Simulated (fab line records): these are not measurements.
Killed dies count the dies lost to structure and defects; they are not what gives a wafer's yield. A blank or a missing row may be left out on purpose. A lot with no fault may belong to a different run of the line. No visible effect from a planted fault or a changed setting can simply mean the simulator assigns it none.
fab line records + flow n5Finfet
[record]
- lots = 13
- wafers = 37
- lastDay = 21
route steps=1938 shown BEOL_M7@1330 BEOL_M8@1333
lots that met no fault: from a run of the same line without faults
startH: hours from the record's first day to the start of the lot's first wafer shown + waitH: hours since the lot's step before + " same as the row above + L1.1+2: one row covering several wafers at once + - value missing, or start not given + * or withheld: withheld + < > ~ a bound
route shown NAME@n: NAME is a module with steps in the file, n the number in the route of the first one + usual: mean/standard deviation taken from wafers without a fault + same: alike in all rows + chamber/n: place in a boat + sites: per-site readings + _std_site: the values' standard deviation + _edge_site: outer sites' mean less inner sites' + radiusMm: how far each site lies from the wafer's centre + mask NAME#n: copy n + behind: the tool/chamber that last shaped the wafer + hold: reason for holding the lot/hours on hold/outcome of the hold + device: the transistor (n, p or np) that didn't switch + end of line: tests run on the same wafers once the route is complete + for a step that has no rows: nothing shown but its recipe + killed: dies that structure and defects cost at the first sort, which is not the same as the wafer's yield + map: a wafer's dies, x killed, . not, _ none there
set.NAME: the setting that was run; set.NAME@STEP: the one run at that earlier step + model.NAME: the simulator's own value behind a step, which no gauge read
a sample of lots followed through the steps of the route, with each step as a table and each wafer as a row
services: from which hour (startH, from the record's first day; less than 0 if before it) a tool's chamber was out of use, for how many hours, and why
[[steps]]
[step N5_BEOL_M7_RS_MEAS_57]
[recipe]
- thkMeasGauge = four-point-probe
- reads = Cu_of_BEOL_M7_ECD_50+Co_of_BEOL_M7_CVD_78+TaN_of_BEOL_M7_ALD_77
[usual]
- M7_RS = 0.287/0.011
| lot.wafer | tool         | chamber | startH | waitH | M7_RS[ohm/sq] |
|-----------|--------------|---------|--------|-------|---------------|
| L283.1    | filmMetro-02 | -       | 306.58 | 0.1   | 0.284         |
| L283.4    | "            | -       | "      | "     | 0.276         |
| L283.5    | "            | -       | "      | "     | 0.293         |
| L287.2    | filmMetro-01 | -       | 309.49 | 0.1   | 0.298         |
| L287.3    | "            | -       | "      | "     | 0.299         |
| L287.4    | "            | -       | "      | "     | 0.272         |
| L286.1    | filmMetro-01 | -       | 310.03 | 0.1   | 0.278         |
| L286.4    | "            | -       | "      | "     | 0.288         |
| L286.6    | "            | -       | "      | "     | 0.276         |
| L289.1    | filmMetro-01 | -       | 328.93 | 0.1   | 0.282         |
| L289.2    | "            | -       | "      | "     | 0.280         |
| L289.6    | "            | -       | "      | "     | 0.287         |
| L288.4    | filmMetro-02 | -       | 335.50 | 0.0   | 0.272         |
| L288.5    | "            | -       | "      | "     | 0.283         |
| L297.1    | filmMetro-01 | -       | 374.82 | 0.1   | 0.299         |
| L297.2    | "            | -       | "      | "     | 0.283         |
| L297.5    | "            | -       | "      | "     | 0.299         |
| L296.1    | filmMetro-01 | -       | 382.56 | 0.1   | 0.293         |
| L296.5    | "            | -       | "      | "     | 0.305         |
| L296.6    | "            | -       | "      | "     | 0.298         |
| L295.1    | filmMetro-01 | -       | 383.05 | 0.1   | 0.310         |
| L295.2    | "            | -       | "      | "     | 0.284         |
| L295.6    | "            | -       | "      | "     | 0.309         |
| L300.3    | filmMetro-01 | -       | 387.19 | 0.1   | 0.287         |
| L300.5    | "            | -       | "      | "     | 0.285         |
| L300.6    | "            | -       | "      | "     | 0.272         |
| L301.3    | filmMetro-02 | -       | 408.20 | 0.1   | 0.284         |
| L301.6    | "            | -       | "      | "     | 0.274         |
| L303.1    | filmMetro-01 | -       | 421.08 | 0.1   | 0.281         |
| L303.3    | "            | -       | "      | "     | 0.292         |
| L303.6    | "            | -       | "      | "     | 0.281         |
| L304.1    | filmMetro-02 | -       | 421.79 | 0.1   | 0.281         |
| L304.5    | "            | -       | "      | "     | 0.311         |
| L304.6    | "            | -       | "      | "     | 0.278         |
| L305.2    | filmMetro-02 | -       | 431.44 | 0.1   | 0.285         |
| L305.3    | "            | -       | "      | "     | 0.296         |
| L305.6    | "            | -       | "      | "     | 0.281         |
[step N5_BEOL_M8_CURE_74]
[recipe]
- tempC = 385
- timeS = 240
- ambient = He/Ar
- material = SiCOH_lowk
[usual]
- lampPowerPct = 52.32/0.059
- wafer_temp_C_max = 386.6/0.55
| lot.wafer | tool      | chamber | startH | waitH | lampPowerPct | wafer_temp_C_max |
|-----------|-----------|---------|--------|-------|--------------|------------------|
| L283.1    | uvCure-02 | 2       | 306.71 | 0.0   | 52.28        | 386.7            |
| L283.4    | "         | 2       | "      | "     | 52.35        | 386.7            |
| L283.5    | "         | 2       | "      | "     | 52.26        | 387.3            |
| L287.2    | uvCure-01 | 2       | 309.83 | 0.3   | 52.34        | 386.2            |
| L287.3    | "         | 2       | "      | "     | 52.44        | 386.1            |
| L287.4    | "         | 2       | "      | "     | 52.33        | 385.8            |
| L286.1    | uvCure-02 | 0       | 310.16 | 0.1   | 52.27        | 386.6            |
| L286.4    | "         | 0       | "      | "     | 52.23        | 386.5            |
| L286.6    | "         | 0       | "      | "     | 52.41        | 387.1            |
| L289.1    | uvCure-01 | 1       | 329.05 | 0.0   | 52.33        | 388.8            |
| L289.2    | "         | 1       | "      | "     | 52.37        | 387.9            |
| L289.6    | "         | 1       | "      | "     | 52.31        | 387.4            |
| L288.4    | uvCure-01 | 2       | 335.86 | 0.3   | 52.31        | 385.9            |
| L288.5    | "         | 2       | "      | "     | 52.35        | 385.4            |
| L297.1    | uvCure-02 | 0       | 375.01 | 0.1   | 52.21        | 386.9            |
| L297.2    | "         | 0       | "      | "     | 52.33        | 387.1            |
| L297.5    | "         | 0       | "      | "     | 52.28        | 386.9            |
| L296.1    | uvCure-03 | 0       | 382.69 | 0.0   | 52.30        | 386.7            |
| L296.5    | "         | 0       | "      | "     | 52.22        | 386.8            |
| L296.6    | "         | 0       | "      | "     | 52.32        | 386.8            |
| L295.1    | uvCure-02 | 2       | 383.18 | 0.0   | 52.40        | 386.1            |
| L295.2    | "         | 2       | "      | "     | 52.34        | 386.6            |
| L295.6    | "         | 2       | "      | "     | 52.19        | 386.3            |
| L300.3    | uvCure-03 | 1       | 387.47 | 0.2   | 52.32        | 386.3            |
| L300.5    | "         | 1       | "      | "     | 52.34        | 386.2            |
| L300.6    | "         | 1       | "      | "     | 52.35        | 386.9            |
| L301.3    | uvCure-01 | 2       | 408.49 | 0.2   | 52.28        | 386.6            |
| L301.6    | "         | 2       | "      | "     | 52.31        | 386.3            |
| L303.1    | uvCure-02 | 0       | 421.21 | 0.0   | 52.29        | 386.7            |
| L303.3    | "         | 0       | "      | "     | 52.48        | 387.1            |
| L303.6    | "         | 0       | "      | "     | 52.37        | 387.2            |
| L304.1    | uvCure-02 | 0       | 422.17 | 0.3   | 52.25        | 386.2            |
| L304.5    | "         | 0       | "      | "     | 52.27        | 386.4            |
| L304.6    | "         | 0       | "      | "     | 52.29        | 386.8            |
| L305.2    | uvCure-01 | 0       | 432.40 | 0.9   | 52.24        | 386.6            |
| L305.3    | "         | 0       | "      | "     | 52.20        | 386.2            |
| L305.6    | "         | 0       | "      | "     | 52.27        | 386.4            |
[step N5_BEOL_M8_HM_DEP_02]
[recipe]
- material = TiN
- targetThkA = 200
- tempC = 25
- chamberPressurePa = 0.49996
[usual]
- throttleValvePct = 30.0/1.1
| lot.wafer | tool          | chamber | startH | waitH | throttleValvePct |
|-----------|---------------|---------|--------|-------|------------------|
| L283.1    | pvdSputter-03 | -       | 308.07 | 0.8   | 32.0             |
| L283.4    | "             | -       | "      | "     | 28.2             |
| L283.5    | "             | -       | "      | "     | 28.9             |
| L287.2    | pvdSputter-03 | -       | 311.91 | 1.2   | 28.4             |
| L287.3    | "             | -       | "      | "     | 29.8             |
| L287.4    | "             | -       | "      | "     | 29.2             |
| L286.1    | pvdSputter-03 | -       | 312.05 | 1.3   | 28.8             |
| L286.4    | "             | -       | "      | "     | 29.9             |
| L286.6    | "             | -       | "      | "     | 29.0             |
| L289.1    | pvdSputter-03 | -       | 330.17 | 0.5   | 29.7             |
| L289.2    | "             | -       | "      | "     | 28.5             |
| L289.6    | "             | -       | "      | "     | 29.9             |
| L288.4    | pvdSputter-01 | -       | 337.38 | 1.2   | 31.7             |
| L288.5    | "             | -       | "      | "     | 30.0             |
| L297.1    | pvdSputter-02 | -       | 377.48 | 1.9   | 30.6             |
| L297.2    | "             | -       | "      | "     | 30.5             |
| L297.5    | "             | -       | "      | "     | 30.2             |
| L296.1    | pvdSputter-03 | -       | 384.95 | 1.2   | 28.9             |
| L296.5    | "             | -       | "      | "     | 28.3             |
| L296.6    | "             | -       | "      | "     | 28.9             |
| L295.1    | pvdSputter-01 | -       | 385.02 | 1.3   | 32.0             |
| L295.2    | "             | -       | "      | "     | 28.7             |
| L295.6    | "             | -       | "      | "     | 28.6             |
| L300.3    | pvdSputter-02 | -       | 388.44 | 0.4   | 30.6             |
| L300.5    | "             | -       | "      | "     | 28.9             |
| L300.6    | "             | -       | "      | "     | 30.3             |
| L301.3    | pvdSputter-03 | -       | 411.47 | 2.6   | 28.8             |
| L301.6    | "             | -       | "      | "     | 28.9             |
| L303.1    | pvdSputter-03 | -       | 423.26 | 1.0   | 28.8             |
| L303.3    | "             | -       | "      | "     | 31.9             |
| L303.6    | "             | -       | "      | "     | 29.4             |
| L304.1    | pvdSputter-02 | -       | 424.03 | 1.3   | 29.1             |
| L304.5    | "             | -       | "      | "     | 30.6             |
| L304.6    | "             | -       | "      | "     | 28.8             |
| L305.2    | pvdSputter-03 | -       | 434.42 | 1.5   | 28.3             |
| L305.3    | "             | -       | "      | "     | 32.0             |
| L305.6    | "             | -       | "      | "     | 28.4             |
[step N5_BEOL_M8_COAT_60]
[recipe]
- resist = SiARC
- tempC = 220
- timeS = 60
- spinRpm = 1500
- resistThkNm = 35
[usual]
- spinSpeedRpm = 1500.2/0.95
| lot.wafer | tool          | chamber | startH | waitH | spinSpeedRpm |
|-----------|---------------|---------|--------|-------|--------------|
| L283.1    | lithoTrack-02 | 0       | 308.20 | -     | 1501.1       |
| L283.4    | "             | 0       | "      | "     | 1500.0       |
| L283.5    | "             | 0       | "      | "     | 1501.6       |
| L287.2    | lithoTrack-03 | 0       | 312.04 | -     | 1500.1       |
| L287.3    | "             | 0       | "      | "     | 1499.6       |
| L287.4    | "             | 0       | "      | "     | 1500.0       |
| L286.1    | lithoTrack-03 | 0       | 312.18 | -     | 1500.9       |
| L286.4    | "             | 0       | "      | "     | 1499.5       |
| L286.6    | "             | 0       | "      | "     | 1499.0       |
| L289.1    | lithoTrack-02 | 0       | 330.30 | -     | 1500.6       |
| L289.2    | "             | 0       | "      | "     | 1500.5       |
| L289.6    | "             | 0       | "      | "     | 1500.1       |
| L288.4    | lithoTrack-03 | 0       | 337.46 | -     | 1499.9       |
| L288.5    | "             | 0       | "      | "     | 1499.6       |
| L297.1    | lithoTrack-02 | 0       | 377.61 | -     | 1456.1       |
| L297.2    | "             | 0       | "      | "     | 1457.6       |
| L297.5    | "             | 0       | "      | "     | 1457.3       |
| L296.1    | lithoTrack-02 | 0       | 385.08 | -     | 1457.4       |
| L296.5    | "             | 0       | "      | "     | 1457.7       |
| L296.6    | "             | 0       | "      | "     | 1457.9       |
| L295.1    | lithoTrack-05 | 0       | 385.15 | -     | 1500.7       |
| L295.2    | "             | 0       | "      | "     | 1500.4       |
| L295.6    | "             | 0       | "      | "     | 1499.9       |
| L300.3    | lithoTrack-03 | 0       | 388.57 | -     | 1500.6       |
| L300.5    | "             | 0       | "      | "     | 1502.0       |
| L300.6    | "             | 0       | "      | "     | 1501.6       |
| L301.3    | lithoTrack-05 | 0       | 411.60 | -     | 1502.0       |
| L301.6    | "             | 0       | "      | "     | 1501.1       |
| L303.1    | lithoTrack-03 | 0       | 423.39 | -     | 1501.0       |
| L303.3    | "             | 0       | "      | "     | 1500.1       |
| L303.6    | "             | 0       | "      | "     | 1500.9       |
| L304.1    | lithoTrack-05 | 0       | 424.16 | -     | 1501.1       |
| L304.5    | "             | 0       | "      | "     | 1499.7       |
| L304.6    | "             | 0       | "      | "     | 1500.4       |
| L305.2    | lithoTrack-03 | 0       | 434.55 | -     | 1499.3       |
| L305.3    | "             | 0       | "      | "     | 1499.0       |
| L305.6    | "             | 0       | "      | "     | 1500.1       |
[[services]]
| tool          | chamber | startH | hours | kind   |
|---------------|---------|--------|-------|--------|
| uvCure-02     | -       | 287.07 | 1.0   | pm     |
| uvCure-03     | -       | 343.02 | 0.3   | repair |
| uvCure-01     | -       | 373.82 | 22.2  | pm     |
| uvCure-03     | -       | 398.34 | 2.8   | pm     |
| uvCure-03     | -       | 407.17 | 24.9  | pm     |
| pvdSputter-02 | -       | 409.67 | 7.3   | repair |
| pvdSputter-01 | -       | 426.95 | 3.4   | repair |
[[key]]
[firstSign]
- step = N5_BEOL_M8_COAT_60
- reading = spinSpeedRpm
- direction = down
- sigmas = 45
- usual = *
- struck = *
effect none on later readings
metAt N5_BEOL_M8_COAT_60
struckLots L296,L297
[baselineLoss]
- step = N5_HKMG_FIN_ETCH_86
- wafers = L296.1
notActingAt N5_BEOL_M7_RS_MEAS_57,N5_BEOL_M8_CURE_74,N5_BEOL_M8_HM_DEP_02
onsetBetween 330.30 377.61
[fault]
- kind = processParameterDrift
- tool = lithoTrack-02
- chamber = -
- onsetH = 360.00
- steps = N5_BEOL_M8_COAT_60
- channel = spinRpm
- offset = *
- shape = step
- endH = 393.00
- actsIn = *
- stated = *
// baselineLoss: these wafers lose ten dies or more at that step, a loss of the line's own and not of a fault; the sort's usual values leave them out
